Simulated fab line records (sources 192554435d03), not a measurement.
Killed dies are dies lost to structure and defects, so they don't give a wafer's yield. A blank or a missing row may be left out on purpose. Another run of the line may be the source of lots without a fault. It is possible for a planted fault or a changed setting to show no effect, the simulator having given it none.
Code-filled problem report in 8D (eight disciplines) form    flow n5 finfet    the parts of the form that need people (team, actions taken, sign-off) are left out

## 1. THE PROBLEM
Wafers without a fault read 1.4997e+13, standard deviation 1.4e+10; dose ions cm2 at N5_WELL_APT_IMPLANT_14 reads a mean of 1.3424e+13 on 9 wafers belonging to 3 lots. That is -99 or more standard deviations from the usual mean.
Earliest sighting: wafer L889.3 on implanter-02 at day 4 19:57. The record has a number at this step for 39 wafers belonging to 13 lots. Rule for "out", or "out of limits": more than 4 standard deviations from the usual mean. Any other wafer with a number is counted as sound.

## 2. WHAT IT IS; WHAT IT IS NOT
question                     is                      is not
which readings at this step  dose ions cm2           -
which lots                   L889, L890, L891        L876, L877, L878, L879, L881, L883, L884, L885, L896, L898
which wafers of those lots   all that have a number  -
read on which tools          implanter-02            implanter-01
when                         from day 4 19:57        up to then (24 sound wafers); but 6 sound wafers of L896, L898 came after

## 3. WHAT RULES OUT EACH SUSPECT
Counting: a tool at a process step up to the reading stays a suspect if it ran every lot that is out and no sound lot after the first of them.
- implanter-02 at N5_WELL_APT_IMPLANT_14: kept. Every lot that is out went through it, starting with L889 (day 4 19:57), and after that it ran no sound lot; the last sound lot it ran before then is L885 (day 3 21:04). On those wafers its own readings are out: dose ions cm2.
Remaining after the count: implanter-02 at N5_WELL_APT_IMPLANT_14.

## 4. THE CAUSE (what the simulator had put in)
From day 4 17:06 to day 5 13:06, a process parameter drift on implanter-02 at N5_WELL_APT_IMPLANT_14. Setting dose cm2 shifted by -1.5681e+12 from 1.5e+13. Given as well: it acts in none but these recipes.
This tool alone remained once counting was done.

## 5. THE EFFECT CHAIN, in route order
Each row: a reading whose mean over the struck wafers that have a number lies more than 3 standard deviations from the usual. Only readings for which the record gives a usual standard deviation are gone through. hours: the time from each lot's start at the first step in this table that gives one to its start at this step, as a median over the lots. sigmas: the change in usual standard deviations.
hours  step                    reading             usual       on struck wafers  change       sigmas
0      N5_WELL_APT_IMPLANT_14  dose ions cm2       1.4997e+13  1.3424e+13        -1.5729e+12  -99 or more
0      N5_WELL_APT_IMPLANT_14  faraday current uA  190         171               -19          -5.0
Its process steps:
- N5_WELL_APT_IMPLANT_14
Later measuring or inspecting steps at which every struck wafer that the step has a row for has a number for every such reading, and none has moved that far: N5_WELL_APT_CD_MEAS_25.

## 6. HOW IT WOULD HAVE BEEN CAUGHT EARLIER
In this record the first reading out of limits was taken at day 4 19:57, 3 hours after the fault began at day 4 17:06.
